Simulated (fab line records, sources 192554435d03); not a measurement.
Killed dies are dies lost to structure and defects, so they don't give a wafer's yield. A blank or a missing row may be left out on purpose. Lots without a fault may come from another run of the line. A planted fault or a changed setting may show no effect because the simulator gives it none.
A struck lot beside a sound one | flow n5_finfet | 33 steps out of a route of 1938
Sound: wafers L573.1, L573.3, L573.6. Struck: wafers L579.2, L579.3, L579.6. The cause comes at the end.
At each step with rows: each side's tool, then ch and its chambers, then its first start. Under that, the readings that differ: sound wafers | struck wafers | difference of the means | sigmas: that difference in standard deviations of wafers without a fault.
alike: readings whose means differ by less than 2 such deviations, and words and numbers that are the same on both sides. not compared: withheld readings, readings that some wafer has no value for, bounds like >300 that may hide the same value, and numbers for which the record gives no deviation and whose values overlap.
The two part at a step that has a row with sigmas, a row that says differs or no value, or rows on one side only. Numbers that don't overlap but have no deviation are shown without sigmas and don't part them. A reading that every wafer of one side lacks parts them only if that side has two wafers or more.

first, 10 steps without rows for these wafers: N5_SD_EPI_P_PRECLEAN_51 (cleans in NF3:NH3, afs cycles 1, time 20 s, sublimation time 60 s); N5_SD_EPI_P_VAPOR_ETCH_44 (etches SiGe30 in NF3/Ar, time 3.3 s); N5_SD_EPI_P_EPI_21 (deposits SiGe:B, time 355 s); N5_SD_EPI_P_HM_STRIP_48 (strips SiNx in H3PO4, material SiNx, target depth 3 nm); N5_SD_EPI_P_SRD_49 (time 30 s); N5_SD_EPI_P_PRECLEAN_24 (cleans in O3/DIW, time 45 s); N5_SD_EPI_P_PRECLEAN_32 (cleans in dHF, time 10 s); N5_SD_EPI_P_PRECLEAN_33 (cleans in SC2, time 45 s); N5_SD_EPI_P_SRD_25 (time 30 s); N5_SD_ACTIVATION_RTA_00 (time 0 s).
N5_SD_ACTIVATION_LSA_01: time 0.0008 s.
  sound on laser_anneal-01 ch 0, day 7 14:11; struck on laser_anneal-01 ch 0, day 9 00:41
  reading          | sound                | struck               | difference | sigmas
  wafer_temp_C_max | 1087.0 1085.1 1086.6 | 1114.7 1115.9 1114.1 | +28.7      | +15
N5_SD_ACTIVATION_RS_MEAS_03: measures by four-point-probe.
  sound on film_metro-01, day 7 14:23; struck on film_metro-01, day 9 00:53
  reading          | sound          | struck         | difference | sigmas
  RS_SD_N (ohm/sq) | 21.4 21.7 21.7 | 18.4 18.6 18.6 | -3.1       | -9
  alike: RS_SD_P
then, 19 steps without rows for these wafers: N5_ILD0_LINER_00 (material SiNx, target thk 4 nm, pulse time 1 s, purge time 2 s); N5_ILD0_FCVD_FILL_01 (material SiO2 flowable, target thk 200 nm, time 328.3 s); N5_ILD0_CURE_02 (time 1800 s); N5_ILD0_CMP_03 (polishes, stops on SiNx, t overpolish 1.9 s, target thk 197.38 nm); N5_ILD0_CMP_07 (polishes SiO2 flowable, stops on poly-Si, t overpolish 1.18 s, target thk 138.88 nm); N5_ILD0_PRECLEAN_10 (cleans in NF3:NH3, afs cycles 5, time 20 s, sublimation time 60 s); N5_ILD0_ALD_15 (deposits SiNx, target thk 24 nm, pulse time 1 s, ald cycles 480); N5_ILD0_CMP_12 (polishes SiNx, stops on poly-Si, t overpolish 6 s, target thk 17.67 nm); N5_SDB_HM_DEP_00 (deposits SiNx from SiH4/NH3/N2, target thk 40 nm, time 35.3 s); N5_SDB_COAT_03 (time 60 s, resist thk 100 nm); N5_SDB_COAT_04 (time 60 s, resist thk 18 nm); N5_SDB_COAT_05 (resist thk 90 nm); N5_SDB_EBR_07; N5_SDB_SOFTBAKE_06 (time 60 s); N5_SDB_EXPOSE_08 (exposes mask SDB); N5_SDB_PEB_09 (peb time 60 s); N5_SDB_DEVELOP_10 (develop time 30 s); N5_SDB_DESCUM_16 (chemistry O2, time 7.9 s); N5_SDB_ETCH_17 (etches SiARC in CF4, target depth 23.4 nm, time 39 s).
-- the record jumps here: 5 days lie between the struck wafers' starts before and after (it left off in module SDB and takes up again in module BEOL_M4, whose first step shown is number 1111 of the route) --
N5_BEOL_M4_RC_MEAS_101:
  sound on prober-01 ch 0, day 12 13:32; struck on prober-02 ch 0, day 13 19:24
  reading             | sound                     | struck                     | difference | sigmas
  IOFF_P_LONG (nA/um) | 9.9e-05 0.000103 0.000103 | 0.000131 0.000136 0.000141 | +0.000034  | +5
  RC_DENSE_N (ohm.um) | 19.1 18.5 18.5            | 17.3 17.3 16.7             | -1.6       | -3
  RC_N (ohm.um)       | 15.4 15.1 15.1            | 14.1 14.1 13.5             | -1.3       | -3
  REXT_N (ohm.um)     | 74.6 73.7 73.5            | 70.2 69.2 69.1             | -4.4       | -3
  RS_SD_N (ohm/sq)    | 27.6 28.1 27.8            | 24.5 24.4 24.3             | -3.4       | -7
  alike: DIBL_N, DIBL_P, IOFF_N, IOFF_P, ION_N, ION_P, SS_N, SS_P, VT_N, VT_P
-- the record jumps here: 4 days lie between the struck wafers' starts before and after (it left off in module BEOL_M4 and takes up again in module PASSIVATION, whose first step shown is number 1936 of the route) --
N5_PASSIVATION_PROBE_49:
  sound on prober-01, day 16 18:13; struck on prober-01, day 18 06:29
  alike: defect_limited_yield, killed_at_M0_to_M3, killed_at_M4_up, killed_at_contacts, killed_at_front_end, killed_at_other, killed_dies, killed_open, killed_short, sort_bin_5_function, sort_bin_6_memory, sort_n_pass, sort_yield_pct

WHERE THEY PART
First at N5_SD_ACTIVATION_LSA_01; last, within this record, at N5_BEOL_M4_RC_MEAS_101. Later steps at which nothing parts them and some readings are alike: N5_PASSIVATION_PROBE_49.

WHY: what the simulator had put in
Process parameter drift: laser_anneal-01, from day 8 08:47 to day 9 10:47, at N5_SD_ACTIVATION_LSA_01. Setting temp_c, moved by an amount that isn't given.
